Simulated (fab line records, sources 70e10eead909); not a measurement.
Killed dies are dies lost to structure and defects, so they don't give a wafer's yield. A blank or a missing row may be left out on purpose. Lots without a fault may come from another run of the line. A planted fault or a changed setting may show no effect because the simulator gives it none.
Chamber matching | flow nand_harc | NHARC_P_M2_DEP_33 on pecvd-02: 3 sister chambers
The step deposits SiCN, target thk 30 nm. 6 wafers are shown with their chamber, then 11 later ones without.

WAFERS WITH THEIR CHAMBER
wafer  | chamber | heater_power_w (W) | rf_fwd_power_W (W)
L087.3 | 2       | 555                | 449.8
L087.6 | 2       | 580                | 446.7
L089.2 | 0       | 474                | 451.5
L089.3 | 1       | 700                | 447.1
L089.5 | 0       | 493                | 448.2
L088.1 | 1       | 737                | 447.5

WAFERS WITHOUT THEIR CHAMBER
wafer  | heater_power_w (W) | rf_fwd_power_W (W)
L088.4 | 730                | 449.4
L088.5 | 537                | 451.5
L090.2 | 582                | 445.3
L090.3 | 693                | 450.3
L090.6 | 581                | 446.6
L096.2 | 454                | 451.8
L096.3 | 725                | 444.7
L096.5 | 579                | 450.0
L097.3 | 525                | 449.4
L097.5 | 526                | 450.3
L097.6 | 667                | 448.8

WHICH CHAMBER EACH WENT THROUGH
wafer  | from the rows above     | in truth
L088.4 | 1                       | 1
L088.5 | can't be placed: 2 or 0 | 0
L090.2 | 2                       | 2
L090.3 | 1                       | 1
L090.6 | 2                       | 2
L096.2 | 0                       | 0
L096.3 | 1                       | 1
L096.5 | 2                       | 2
L097.3 | can't be placed: 0 or 2 | 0
L097.5 | can't be placed: 0 or 2 | 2
L097.6 | 1                       | 1
Placed correctly: 8 of 11. Can't be placed from these rows: 3 (the true chamber is among the candidates in 3). Placed wrongly: 0.
How it was worked out, from the rows above alone: a wafer's distance from a chamber is the root of the sum, over the readings, of the square of ((its reading less the chamber's mean) divided by the reading's scatter). The wafer belongs to the nearest chamber; if the next one is less than 2 further off, it can't be placed. A chamber's mean is the mean of its shown wafers. The scatter: the root of (the sum of the squares of (reading less its chamber's mean) over the shown wafers, divided by (wafers less chambers)).
